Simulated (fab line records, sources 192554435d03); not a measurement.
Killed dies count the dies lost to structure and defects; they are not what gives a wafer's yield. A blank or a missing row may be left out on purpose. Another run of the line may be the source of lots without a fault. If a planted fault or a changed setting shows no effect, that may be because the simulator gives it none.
Matching of chambers -- flow n5_finfet -- N5_BEOL_M9_CURE_72 on uv_cure-03: 3 sister chambers
The step cures SiCOH lowk, time 120 s. 3 wafers are shown with their chamber, then 10 later ones without.

## WAFERS, EACH WITH ITS CHAMBER
wafer,chamber,wafer_temp_C_max
L075.5,1,372.2
L087.6,0,371.5
L089.2,2,371.1

## WAFERS MISSING THEIR CHAMBER
wafer,wafer_temp_C_max
L089.3,371.1
L093.1,372.1
L093.4,371.1
L093.5,372.1
L082.1,371.5
L082.3,371.6
L082.6,371.9
L082.2,371.3
L082.4,370.9
L082.5,371.2

## EACH ONE'S CHAMBER
wafer,from the rows above,in truth
L089.3,2,2
L093.1,1,1
L093.4,2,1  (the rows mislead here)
L093.5,1,1
L082.1,0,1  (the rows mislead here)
L082.3,0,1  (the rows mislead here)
L082.6,can't be placed: 1 or 0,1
L082.2,can't be placed: 0 or 2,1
L082.4,2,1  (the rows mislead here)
L082.5,can't be placed: 2 or 0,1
3 of 10 placed correctly. These rows do not allow placing 3 (true chamber among the candidates in 1). 4 placed wrongly.
How it was worked out, from the rows above alone: a wafer's distance from a chamber is the root of the sum, over the readings, of the square of ((its reading less the chamber's mean) divided by the reading's scatter). The wafer belongs to the nearest chamber; if the next one is less than 2 further off, it can't be placed. For every chamber, the mean is computed from those of its wafers that are shown. The scatter: with one shown wafer a chamber, the root of the mean of the squares of how far each hidden wafer lies from its nearest shown one.
